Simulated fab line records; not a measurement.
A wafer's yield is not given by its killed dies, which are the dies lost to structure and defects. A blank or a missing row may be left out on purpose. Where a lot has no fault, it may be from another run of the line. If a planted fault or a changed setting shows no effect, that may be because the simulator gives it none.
fab line records / flow n5_finfet
[record] lots = 3 wafers = 9 last_day = 17
route steps=1938 shown BEOL_M4@1099 BEOL_M5@1112 BEOL_M11@1596 PASSIVATION@1936
lots that met no fault: taken from a fault-free run of the same line
start_h: hours from the record's first day to the start of the lot's first wafer shown / wait_h: hours from the lot's prior step to this one / " repeats the value in the row above / L1.1+2: a row that stands for several wafers / - no value, or no start given / * or withheld: withheld / < > ~ a bound
route shown NAME@n: a module of which the file shows steps, and the number in the route of the first / usual: the fault-free wafers' mean and standard deviation / same: alike in all rows / chamber/n: place in a boat / sites: readings site by site / _std_site: standard deviation across them / _edge_site: mean of outer sites minus mean of inner sites / radius_mm: for every site, how far away it sits from the centre of the wafer / mask NAME#n: copy n / behind: the last tool/chamber to shape the wafer / hold: the reason the lot was held/the length of the hold in hours/how it ended / device: whichever transistor did not switch (one of n, p or np) / end of line: tests of these same wafers at the route's end / where a step has no rows: the recipe by itself / killed: count of dies lost to structure and defects at first sort (not the wafer's yield) / map: the dies of a wafer, with x for killed, . for not killed, _ for no die there
set.NAME: the setting the step ran with; set.NAME@STEP: the setting that earlier step ran with / model.NAME: the simulator's own value behind a step, which no gauge read
lots at some steps of the route; a table a step, a row a wafer
services: a tool's chamber out of use, with start hour (start_h, from the record's first day; less than 0 if before it), hours out, and reason
[[steps]]
[step N5_BEOL_M4_ANNEAL_95]
[recipe] temp_c = 400 time_s = 240 ambient = vacuum
[step N5_BEOL_M4_SPUTTER_96]
[recipe] material = Cu target_thk_a = 45 temp_c = -20 chamber_pressure_pa = 0.07 power_w = withheld time_s = 8.29
[step N5_BEOL_M4_ECD_50]
[recipe] material = Cu target_thk_a = 3000
[step N5_BEOL_M4_ANNEAL_51]
[recipe] temp_c = 225 time_s = 90 ambient = N2
[step N5_BEOL_M4_CMP_52]
[recipe] stop_on = SiOC t_overpolish_s = 6.8 down_force_psi = 1 platen_rpm = 50 clearing_platen_down_force_psi = 1.5 clearing_platen_rpm = 50 post_cmp_clean = cu_alkaline target_thk_nm = 40 clearing_platen_pad_velocity_m_s = 0.99484 pad_velocity_m_s = 0.99484
[step N5_BEOL_M4_PRE_CLEAN_60]
[recipe] gas = NH3/H2 time_s = 15 temp_c = * rf_power_w = 300
[step N5_BEOL_M4_CO_CAP_55]
[recipe] material = Co target_thk_a = 20 temp_c = 200 precursor = CCTBA/H2 pressure_torr = 30 time_s = 102.1
[step N5_BEOL_M4_PRE_CLEAN_56]
[recipe] gas = NH3 time_s = 15 temp_c = withheld rf_power_w = 300
[step N5_BEOL_M4_DEP_57]
[recipe] material = SiCN target_thk_a = 80 temp_c = withheld precursor = 3MS/NH3 pressure_torr = 3 rf_w = 202 time_s = 14
[step N5_BEOL_M4_RC_MEAS_101]
[usual] DIBL_N = 35.1/1.6 DIBL_P = 34.9/1.8 IOFF_N = 0.143/0.026 IOFF_P = 0.21/0.037 ION_N = 671/11 ION_P = 463/7.8 SS_N = 71.2/0.58 SS_P = 73.0/0.54 VT_N = 251/3 VT_P = -250/4.1
lot.wafer=L398.2 tool=prober-02 chamber=0 start_h=191.43 wait_h=0.2 DIBL_N[mV/V]=35.5 DIBL_P[mV/V]=35.0 IOFF_N[nA/um]=0.148 IOFF_P[nA/um]=0.22 ION_N[uA/um]=685 ION_P[uA/um]=468 SS_N[mV/dec]=70.8 SS_P[mV/dec]=72.7 VT_N[mV]=252 VT_P[mV]=-248
lot.wafer=L398.3 tool=prober-02 chamber=0 start_h=191.43 wait_h=0.2 DIBL_N[mV/V]=35.0 DIBL_P[mV/V]=35.5 IOFF_N[nA/um]=0.147 IOFF_P[nA/um]=0.24 ION_N[uA/um]=673 ION_P[uA/um]=473 SS_N[mV/dec]=71.3 SS_P[mV/dec]=72.7 VT_N[mV]=248 VT_P[mV]=-246
lot.wafer=L398.6 tool=prober-02 chamber=0 start_h=191.43 wait_h=0.2 DIBL_N[mV/V]=32.7 DIBL_P[mV/V]=32.4 IOFF_N[nA/um]=0.114 IOFF_P[nA/um]=0.19 ION_N[uA/um]=671 ION_P[uA/um]=465 SS_N[mV/dec]=70.8 SS_P[mV/dec]=72.1 VT_N[mV]=253 VT_P[mV]=-248
lot.wafer=L405.1 tool=prober-02 chamber=0 start_h=248.35 wait_h=0.0 DIBL_N[mV/V]=36.0 DIBL_P[mV/V]=35.9 IOFF_N[nA/um]=0.159 IOFF_P[nA/um]=0.22 ION_N[uA/um]=675 ION_P[uA/um]=464 SS_N[mV/dec]=71.9 SS_P[mV/dec]=72.9 VT_N[mV]=251 VT_P[mV]=-250
lot.wafer=L405.4 tool=prober-02 chamber=0 start_h=248.35 wait_h=0.0 DIBL_N[mV/V]=36.1 DIBL_P[mV/V]=35.9 IOFF_N[nA/um]=0.161 IOFF_P[nA/um]=0.22 ION_N[uA/um]=676 ION_P[uA/um]=470 SS_N[mV/dec]=71.7 SS_P[mV/dec]=73.7 VT_N[mV]=249 VT_P[mV]=-250
lot.wafer=L405.6 tool=prober-02 chamber=0 start_h=248.35 wait_h=0.0 DIBL_N[mV/V]=34.4 DIBL_P[mV/V]=34.1 IOFF_N[nA/um]=0.135 IOFF_P[nA/um]=0.19 ION_N[uA/um]=672 ION_P[uA/um]=458 SS_N[mV/dec]=70.9 SS_P[mV/dec]=72.9 VT_N[mV]=251 VT_P[mV]=-255
lot.wafer=L412.1 tool=prober-02 chamber=0 start_h=311.39 wait_h=0.0 DIBL_N[mV/V]=33.5 DIBL_P[mV/V]=31.1 IOFF_N[nA/um]=0.101 IOFF_P[nA/um]=0.14 ION_N[uA/um]=657 ION_P[uA/um]=456 SS_N[mV/dec]=70.3 SS_P[mV/dec]=72.1 VT_N[mV]=253 VT_P[mV]=-255
lot.wafer=L412.5 tool=prober-02 chamber=0 start_h=311.39 wait_h=0.0 DIBL_N[mV/V]=36.4 DIBL_P[mV/V]=35.6 IOFF_N[nA/um]=0.141 IOFF_P[nA/um]=0.20 ION_N[uA/um]=661 ION_P[uA/um]=460 SS_N[mV/dec]=70.5 SS_P[mV/dec]=73.8 VT_N[mV]=252 VT_P[mV]=-253
lot.wafer=L412.6 tool=prober-02 chamber=0 start_h=311.39 wait_h=0.0 DIBL_N[mV/V]=34.8 DIBL_P[mV/V]=33.8 IOFF_N[nA/um]=0.121 IOFF_P[nA/um]=0.18 ION_N[uA/um]=674 ION_P[uA/um]=464 SS_N[mV/dec]=70.5 SS_P[mV/dec]=72.9 VT_N[mV]=251 VT_P[mV]=-254
[step N5_BEOL_M5_ILD_DEP_00]
[recipe] material = SiCOH_lowk target_thk_a = 1406.4 temp_c = 300 precursor = DEMS/porogen pressure_torr = 5 rf_w = 500 time_s = 25.9
[step N5_BEOL_M5_CURE_79]
[recipe] temp_c = 385 time_s = 240 ambient = He/Ar material = SiCOH_lowk
[step N5_BEOL_M5_PECVD_70]
[recipe] material = SiO2 target_thk_a = 160 temp_c = 400 precursor = TEOS/O2 pressure_torr = 5.5 rf_w = 450 teos_flow_sccm = 53.8 gas = O2 flow_sccm = 3000 time_s = 18
[step N5_BEOL_M5_HM_DEP_02]
[recipe] material = TiN target_thk_a = 200 temp_c = 25 chamber_pressure_pa = 0.49996
[step N5_BEOL_M5_COAT_59]
[recipe] resist = SOC temp_c = 250 time_s = 60 spin_rpm = 1500 resist_thk_nm = 60
[step N5_BEOL_M5_COAT_60]
[recipe] resist = SiARC temp_c = 220 time_s = 60 spin_rpm = 1500 resist_thk_nm = 12
[step N5_BEOL_M5_COAT_71]
[recipe] resist = underlayer temp_c = 205 time_s = 60 spin_rpm = 1500 resist_thk_nm = 5
[step N5_BEOL_M5_COAT_05]
[recipe] resist = CAR-EUV spin_rpm = 1500 resist_thk_nm = 30
[step N5_BEOL_M5_EBR_07]
[recipe] solvent = PGMEA ebr_width_mm = 1.5
[step N5_BEOL_M5_SOFTBAKE_06]
[recipe] temp_c = 110 time_s = 60 resist = CAR-EUV
[step N5_BEOL_M5_EXPOSE_08]
[recipe] mask_id = M5 na = 0.33 source_shape = annular sigma_inner = 0.4 sigma_outer = 0.8 polarization = unpolarized target_cd_nm = 28 dose_mj = 35.75
[step N5_BEOL_M5_PEB_09]
[recipe] peb_temp_c = 100 peb_time_s = 60 resist = CAR-EUV
[step N5_BEOL_M5_DEVELOP_10]
[recipe] develop_time_s = 30 developer = TMAH resist = CAR-EUV rinse_liquid = surfactant_rinse dry = air_spin dev_temp_c = 23
[step N5_BEOL_M5_DESCUM_16]
[recipe] chemistry = O2 time_s = 7 source_power_w = 50 bias_power_w = 20 pressure_mtorr = 20 rf_frequency_hz = 2.712e+07 temp_c = 40 resist = CAR-EUV o2_flow_sccm = 225
[step N5_BEOL_M5_ETCH_72]
[recipe] chemistry = N2/H2 target = underlayer target_depth_a = 65 mask_material = CAR-EUV time_s = 5.2 ion_energy_ev = 200 pressure_mtorr = 30 source_w = 840 bias_w = 150 n2_flow_sccm = 200 h2_flow_sccm = 200 ends = cleared
[step N5_BEOL_M5_ETCH_61]
[recipe] chemistry = CF4 target = SiARC target_depth_a = 156 mask_material = CAR-EUV time_s = 26 ion_energy_ev = 80 pressure_mtorr = 40 source_w = 545 bias_w = 36 Ar_flow_sccm = 100 cf4_flow_sccm = 100 ends = cleared
[step N5_BEOL_M5_ETCH_62]
[recipe] chemistry = N2/H2 target = SOC target_depth_a = 750 overetch_a = 150 mask_material = SiARC temp_c = 40 time_s = 112.5 ion_energy_ev = 200 pressure_mtorr = 30 source_w = 840 bias_w = 150 n2_flow_sccm = 200 h2_flow_sccm = 200
[step N5_BEOL_M5_STRIP_63]
[recipe] chemistry = N2/H2 temp_c = 40 n2_flow_sccm = 200 h2_flow_sccm = 200 rf_frequency_hz = 6e+07
[step N5_BEOL_M5_STRIP_73]
[recipe] chemistry = N2/H2 temp_c = 40 n2_flow_sccm = 200 h2_flow_sccm = 200 rf_frequency_hz = 6e+07
[step N5_BEOL_M5_STRIP_64]
[recipe] chemistry = CF4 resist = SiARC power_w = 300 bias_power_w = 75 pressure_mtorr = 50 cf4_flow_sccm = 150 rf_frequency_hz = 6e+07
[step N5_BEOL_M5_HM_OPEN_17]
[recipe] chemistry = Cl2/BCl3 target_depth_a = 200 overetch_a = 60 target = TiN mask_material = SOC ion_energy_ev = 150 pressure_mtorr = 10 icp_w = 1000 bias_w = 126 Cl2_flow_sccm = 53.25 bcl3_flow_sccm = 21.75 Ar_flow_sccm = 25
[step N5_BEOL_M5_STRIP_19]
[recipe] chemistry = O2 power_w = 400 temp_c = 40 pressure_mtorr = 30 rf_frequency_hz = 6e+07 bias_power_w = 0 overash_fraction = 0.2 o2_flow_sccm = 225
[step N5_BEOL_M5_COAT_65]
[recipe] resist = SOC temp_c = 250 time_s = 60 spin_rpm = 1500 resist_thk_nm = 60
[step N5_BEOL_M5_COAT_66]
[recipe] resist = SiARC temp_c = 220 time_s = 60 spin_rpm = 1500 resist_thk_nm = 12
[step N5_BEOL_M11_CMP_52]
[recipe] stop_on = SiCOH_lowk t_overpolish_s = 7 down_force_psi = 1 platen_rpm = 50 clearing_platen_down_force_psi = 1.5 clearing_platen_rpm = 50 post_cmp_clean = cu_alkaline target_thk_nm = 140 clearing_platen_pad_velocity_m_s = 0.99484 pad_velocity_m_s = 0.99484
[usual] barrier_field_endpoint_s = 29.0/0.71 clearing_platen_rpm = 50.000/0.027 motor_current_A = 5.9/0.8 overpolish_run_s = 7.000/0.0092 time_to_endpoint_s = 66.1/2.8
lot.wafer=L398.3 tool=cmp-02 chamber=1 start_h=277.38 wait_h=0.2 barrier_field_endpoint_s=28.8 clearing_platen_rpm=50.006 motor_current_A=5.2 overpolish_run_s=6.999 time_to_endpoint_s=68.0
lot.wafer=L398.2 tool=cmp-02 chamber=2 start_h=277.38 wait_h=0.2 barrier_field_endpoint_s=28.0 clearing_platen_rpm=50.021 motor_current_A=5.7 overpolish_run_s=6.995 time_to_endpoint_s=59.8
lot.wafer=L398.6 tool=cmp-02 chamber=1 start_h=277.38 wait_h=0.2 barrier_field_endpoint_s=29.5 clearing_platen_rpm=50.028 motor_current_A=5.2 overpolish_run_s=7.012 time_to_endpoint_s=70.6
lot.wafer=L405.4 tool=cmp-02 chamber=2 start_h=311.09 wait_h=0.2 barrier_field_endpoint_s=29.2 clearing_platen_rpm=50.022 motor_current_A=5.7 overpolish_run_s=6.991 time_to_endpoint_s=67.2
lot.wafer=L405.1 tool=cmp-02 chamber=3 start_h=311.09 wait_h=0.2 barrier_field_endpoint_s=46.9 clearing_platen_rpm=50.026 motor_current_A=6.1 overpolish_run_s=0.045 time_to_endpoint_s=85.2
lot.wafer=L405.6 tool=cmp-02 chamber=2 start_h=311.09 wait_h=0.2 barrier_field_endpoint_s=46.9 clearing_platen_rpm=50.047 motor_current_A=5.8 overpolish_run_s=0.036 time_to_endpoint_s=85.6
lot.wafer=L412.1 tool=cmp-03 chamber=1 start_h=376.73 wait_h=0.3 barrier_field_endpoint_s=29.5 clearing_platen_rpm=49.993 motor_current_A=5.9 overpolish_run_s=6.998 time_to_endpoint_s=64.5
lot.wafer=L412.6 tool=cmp-03 chamber=1 start_h=376.73 wait_h=0.3 barrier_field_endpoint_s=27.9 clearing_platen_rpm=49.956 motor_current_A=6.1 overpolish_run_s=6.992 time_to_endpoint_s=64.1
lot.wafer=L412.5 tool=cmp-03 chamber=2 start_h=376.73 wait_h=0.3 barrier_field_endpoint_s=28.8 clearing_platen_rpm=50.033 motor_current_A=6.4 overpolish_run_s=6.998 time_to_endpoint_s=63.5
[step N5_BEOL_M11_THK_MEAS_53]
[recipe] thk_meas_gauge = xrf reads = Cu_of_BEOL_M11_ECD_50
[usual] M11_THK = 139/3.1
lot.wafer=L398.2 tool=film_metro-01 chamber=- start_h=277.63 wait_h=- M11_THK[nm]=136
lot.wafer=L398.3 tool=film_metro-01 chamber=- start_h=277.63 wait_h=- M11_THK[nm]=141
lot.wafer=L398.6 tool=film_metro-01 chamber=- start_h=277.63 wait_h=- M11_THK[nm]=138
lot.wafer=L405.1 tool=film_metro-01 chamber=- start_h=311.35 wait_h=- M11_THK[nm]=265
lot.wafer=L405.4 tool=film_metro-01 chamber=- start_h=311.35 wait_h=- M11_THK[nm]=138
lot.wafer=L405.6 tool=film_metro-01 chamber=- start_h=311.35 wait_h=- M11_THK[nm]=256
lot.wafer=L412.1 tool=film_metro-01 chamber=- start_h=377.03 wait_h=- M11_THK[nm]=133
lot.wafer=L412.5 tool=film_metro-01 chamber=- start_h=377.03 wait_h=- M11_THK[nm]=136
lot.wafer=L412.6 tool=film_metro-01 chamber=- start_h=377.03 wait_h=- M11_THK[nm]=138
[step N5_BEOL_M11_INSPECT_58]
[recipe] inspect_instrument = darkfield mode = post_dep
[usual] raw_defect_count = 65/21
lot.wafer=L398.2 tool=defect_inspect-02 chamber=- start_h=277.78 wait_h=0.0 raw_defect_count=70
lot.wafer=L398.3 tool=defect_inspect-02 chamber=- start_h=277.78 wait_h=0.0 raw_defect_count=73
lot.wafer=L398.6 tool=defect_inspect-02 chamber=- start_h=277.78 wait_h=0.0 raw_defect_count=89
lot.wafer=L405.1 tool=defect_inspect-02 chamber=- start_h=311.54 wait_h=0.0 raw_defect_count=1029
lot.wafer=L405.4 tool=defect_inspect-02 chamber=- start_h=311.54 wait_h=0.0 raw_defect_count=44
lot.wafer=L405.6 tool=defect_inspect-02 chamber=- start_h=311.54 wait_h=0.0 raw_defect_count=1037
lot.wafer=L412.1 tool=defect_inspect-02 chamber=- start_h=377.18 wait_h=0.0 raw_defect_count=67
lot.wafer=L412.5 tool=defect_inspect-02 chamber=- start_h=377.18 wait_h=0.0 raw_defect_count=52
lot.wafer=L412.6 tool=defect_inspect-02 chamber=- start_h=377.18 wait_h=0.0 raw_defect_count=42
[step N5_PASSIVATION_PROBE_49]
[usual] defect_limited_yield = 91.1/1.4 killed_at_M0_to_M3 = 36/11 killed_at_M4_up = 14/5.2 killed_at_contacts = 12/6.1 killed_at_front_end = 40/12 killed_at_other = 3.2/2.5 killed_dies = 105/16 killed_on_rim = 14/4.4 killed_open = 68/12 killed_short = 35/8.7 sort_bin_5_function = 5.2/0.89 sort_bin_6_memory = 3.3/0.66 sort_n_pass = 1074/16 sort_yield_pct = 91.1/1.4
[same] gross_dies = 1180 killed_at_back_side = 0 sort_bin_4_leakage[%] = 0 sort_bin_8_speed[%] = 0
lot.wafer=L405.1 tool=prober-01 chamber=- start_h=355.23 wait_h=0.0 defect_limited_yield[%]=0 killed_at_M0_to_M3=30 killed_at_M4_up=1091 killed_at_contacts=7 killed_at_front_end=52 killed_at_other=0 killed_dies=1180 killed_on_rim=152 killed_open=75 killed_short=23 sort_bin_5_function[%]=4.5 sort_bin_6_memory[%]=3.9 sort_n_pass=0 sort_yield_pct[%]=0
lot.wafer=L405.4 tool=prober-01 chamber=- start_h=355.38 wait_h=0.2 defect_limited_yield[%]=91.5 killed_at_M0_to_M3=32 killed_at_M4_up=9 killed_at_contacts=16 killed_at_front_end=42 killed_at_other=1 killed_dies=100 killed_on_rim=11 killed_open=71 killed_short=28 sort_bin_5_function[%]=4.9 sort_bin_6_memory[%]=3.4 sort_n_pass=1080 sort_yield_pct[%]=91.5
lot.wafer=L405.6 tool=prober-01 chamber=- start_h=355.48 wait_h=0.3 defect_limited_yield[%]=0 killed_at_M0_to_M3=25 killed_at_M4_up=1102 killed_at_contacts=16 killed_at_front_end=36 killed_at_other=1 killed_dies=1180 killed_on_rim=152 killed_open=57 killed_short=27 sort_bin_5_function[%]=3.7 sort_bin_6_memory[%]=3.3 sort_n_pass=0 sort_yield_pct[%]=0
lot.wafer=L412.1 tool=prober-01 chamber=- start_h=411.98 wait_h=0.0 defect_limited_yield[%]=92.9 killed_at_M0_to_M3=30 killed_at_M4_up=9 killed_at_contacts=9 killed_at_front_end=35 killed_at_other=1 killed_dies=84 killed_on_rim=8 killed_open=56 killed_short=28 sort_bin_5_function[%]=4.4 sort_bin_6_memory[%]=2.5 sort_n_pass=1096 sort_yield_pct[%]=92.9
lot.wafer=L412.5 tool=prober-01 chamber=- start_h=412.18 wait_h=0.2 defect_limited_yield[%]=94.1 killed_at_M0_to_M3=15 killed_at_M4_up=14 killed_at_contacts=11 killed_at_front_end=24 killed_at_other=6 killed_dies=70 killed_on_rim=9 killed_open=46 killed_short=23 sort_bin_5_function[%]=3.9 sort_bin_6_memory[%]=1.9 sort_n_pass=1110 sort_yield_pct[%]=94.1
lot.wafer=L412.6 tool=prober-01 chamber=- start_h=412.23 wait_h=0.3 defect_limited_yield[%]=93.7 killed_at_M0_to_M3=33 killed_at_M4_up=7 killed_at_contacts=9 killed_at_front_end=23 killed_at_other=2 killed_dies=74 killed_on_rim=11 killed_open=44 killed_short=29 sort_bin_5_function[%]=4.2 sort_bin_6_memory[%]=1.9 sort_n_pass=1106 sort_yield_pct[%]=93.7
// killed by level:class
L405.1 BEOL_M11:area_cmp=1079 FIN_SAQP:geometric_particle:open=16 BEOL_M1:geometric_particle:open=11 DUMMY_GATE:geometric_particle:open=9 MOL_CONTACT_COAG:geometric_particle:open=7 FIN_SAQP:geometric_particle:short=6 BEOL_M0:geometric_particle:open=6 STARTING-WAFER:geometric_particle:open=5
L405.4 MOL_CONTACT_COAG:geometric_particle:open=12 BEOL_M0:geometric_particle:open=11 DUMMY_GATE:geometric_particle:open=9 BEOL_M4:geometric_particle:open=7 FIN_SAQP:geometric_particle:open=6 BEOL_M2:geometric_particle:open=6 GATE_CUT:geometric_particle:short=5 BEOL_M3:geometric_particle:open=5
L405.6 BEOL_M11:area_cmp=1095 MOL_CONTACT_COAG:geometric_particle:open=12 FIN_SAQP:geometric_particle:short=7 BEOL_M1:geometric_particle:open=7 BEOL_M3:geometric_particle:open=7 FIN_SAQP:geometric_particle:open=4 DUMMY_GATE:geometric_particle:open=4 MOL_CONTACT_COAG:geometric_particle:short=4
L412.1 FIN_SAQP:geometric_particle:open=13 MOL_CONTACT_COAG:geometric_particle:open=8 BEOL_M2:geometric_particle:open=8 FIN_SAQP:geometric_particle:short=6 STI_FIN_REVEAL:geometric_particle:open=6 BEOL_M0_SAQP:geometric_particle:short=6 BEOL_M1:geometric_particle:open=4 DUMMY_GATE:geometric_particle:open=3
L412.5 MOL_CONTACT_COAG:geometric_particle:open=9 FIN_SAQP:geometric_particle:short=7 STI_FIN_REVEAL:geometric_particle:open=7 BEOL_M8:geometric_particle:open=6 BEOL_M3:geometric_particle:open=5 BEOL_M0_SAQP:geometric_particle:short=4 BEOL_M4:geometric_particle:open=4 MIM_TOP:geometric_particle:open=3
L412.6 BEOL_M3:geometric_particle:open=8 BEOL_M0_SAQP:geometric_particle:open=8 FIN_SAQP:geometric_particle:short=7 FIN_SAQP:geometric_particle:open=6 MOL_CONTACT_COAG:geometric_particle:open=4 MOL_CONTACT_COAG:geometric_particle:short=4 BEOL_M0_SAQP:geometric_particle:short=4 BEOL_M0:geometric_particle:open=4
// map L405.1 (x killed, . not)
_________________xxxxxxxxxxxx________________
______________xxxxxxxxxxxxxxxxxx_____________
___________xxxxxxxxxxxxxxxxxxxxxxxx__________
__________xxxxxxxxxxxxxxxxxxxxxxxxxx_________
________xxxxxxxxxxxxxxxxxxxxxxxxxxxxxx_______
_______xxxxxxxxxxxxxxxxxxxxxxxxxxxxxxxx______
______xxxxxxxxxxxxxxxxxxxxxxxxxxxxxxxxxx_____
_____xxxxxxxxxxxxxxxxxxxxxxxxxxxxxxxxxxxx____
____xxxxxxxxxxxxxxxxxxxxxxxxxxxxxxxxxxxxxx___
___xxxxxxxxxxxxxxxxxxxxxxxxxxxxxxxxxxxxxxxx__
___xxxxxxxxxxxxxxxxxxxxxxxxxxxxxxxxxxxxxxxx__
__xxxxxxxxxxxxxxxxxxxxxxxxxxxxxxxxxxxxxxxxxx_
__xxxxxxxxxxxxxxxxxxxxxxxxxxxxxxxxxxxxxxxxxx_
_xxxxxxxxxxxxxxxxxxxxxxxxxxxxxxxxxxxxxxxxxxxx
_xxxxxxxxxxxxxxxxxxxxxxxxxxxxxxxxxxxxxxxxxxxx
_xxxxxxxxxxxxxxxxxxxxxxxxxxxxxxxxxxxxxxxxxxxx
_xxxxxxxxxxxxxxxxxxxxxxxxxxxxxxxxxxxxxxxxxxxx
_xxxxxxxxxxxxxxxxxxxxxxxxxxxxxxxxxxxxxxxxxxxx
_xxxxxxxxxxxxxxxxxxxxxxxxxxxxxxxxxxxxxxxxxxxx
_xxxxxxxxxxxxxxxxxxxxxxxxxxxxxxxxxxxxxxxxxxxx
_xxxxxxxxxxxxxxxxxxxxxxxxxxxxxxxxxxxxxxxxxxxx
__xxxxxxxxxxxxxxxxxxxxxxxxxxxxxxxxxxxxxxxxxx_
__xxxxxxxxxxxxxxxxxxxxxxxxxxxxxxxxxxxxxxxxxx_
___xxxxxxxxxxxxxxxxxxxxxxxxxxxxxxxxxxxxxxxx__
___xxxxxxxxxxxxxxxxxxxxxxxxxxxxxxxxxxxxxxxx__
____xxxxxxxxxxxxxxxxxxxxxxxxxxxxxxxxxxxxxx___
_____xxxxxxxxxxxxxxxxxxxxxxxxxxxxxxxxxxxx____
______xxxxxxxxxxxxxxxxxxxxxxxxxxxxxxxxxx_____
_______xxxxxxxxxxxxxxxxxxxxxxxxxxxxxxxx______
________xxxxxxxxxxxxxxxxxxxxxxxxxxxxxx_______
__________xxxxxxxxxxxxxxxxxxxxxxxxxx_________
___________xxxxxxxxxxxxxxxxxxxxxxxx__________
______________xxxxxxxxxxxxxxxxxx_____________
_________________xxxxxxxxxxxx________________
// map L398.6 (x killed, . not)
_________________.........x..________________
______________.x................_____________
___________.....x..x...............__________
__________.......xx..x.....x..x....._________
________.......x......x..............._______
_______............................x...______
______.x......x........................._____
_____.....x..xx...x...x.x................____
____...........x..........x.......x..x.x..___
___.....................................x..__
___..x..x..xx..x..x.x......................__
__..................x........xx........x...._
__..x...........x..........x...x............_
_....x..x..x.................................
_....................xx..................x...
_.............xx........x...x....x..........x
_x...x.......................................
_.......x......x...........x.x........x......
_........xx........x.........x...........x...
_.x.......................x..................
_..x.........x.....................xx..x.....
__x.............x...xx...............x.x.x.._
__.............xx...........x..............._
___....x..x.......x..........x...xx........__
___x.x.....x...........x................x..__
____.................x.....x..............___
_____x........x.x.........x..........x...____
______...x.......x.x..x.......x....x.x.._____
_______.x........x..........x..x.......______
________......x...........x.x.......x._______
__________.......x.................._________
___________...x...xx...x......x....__________
______________.....x............_____________
_________________............________________
[[services]]
tool=cmp-02 chamber=- start_h=339.95 hours=0.9 kind=repair
tool=cmp-03 chamber=- start_h=366.27 hours=5.1 kind=pm
tool=cmp-02 chamber=- start_h=368.98 hours=4.0 kind=pm
tool=cmp-02 chamber=- start_h=372.98 hours=- kind=consumable_replace:conditioner
tool=cmp-02 chamber=- start_h=372.98 hours=- kind=consumable_replace:pad
[[key]]
[first_sign] step = N5_BEOL_M11_CMP_52 reading = overpolish_run_s direction = down sigmas = 99+ usual = 7.000 struck = 0.040
[effect] step = N5_BEOL_M11_CMP_52 reading = barrier_field_endpoint_s direction = up sigmas = 25 usual = 29.0 struck = 46.9
[effect] step = N5_BEOL_M11_THK_MEAS_53 reading = M11_THK direction = up sigmas = 40 usual = 139 struck = 261
[effect] step = N5_BEOL_M11_INSPECT_58 reading = raw_defect_count direction = up sigmas = 46 usual = 65 struck = 1033
[effect] step = N5_PASSIVATION_PROBE_49 reading = killed_at_M4_up direction = up sigmas = 99+ usual = 14 struck = 1096
[more_kills_born_at] N5_BEOL_M11_CMP_52@cmp-02 = 2174
met_at N5_BEOL_M11_CMP_52
struck_wafers L405.1,L405.6
later_rows_left_out L405.1,L405.6
onset_between 277.38 311.09
[fault] kind = process_parameter_drift tool = cmp-02 chamber = - onset_h = 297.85 steps = N5_BEOL_M11_CMP_52 channel = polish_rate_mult offset = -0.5 shape = step end_h = 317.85 scope = struck_wafers_only
// later_rows_left_out: the simulator's readings of these wafers behind a module that went badly wrong aren't trusted and aren't shown, but for the sort
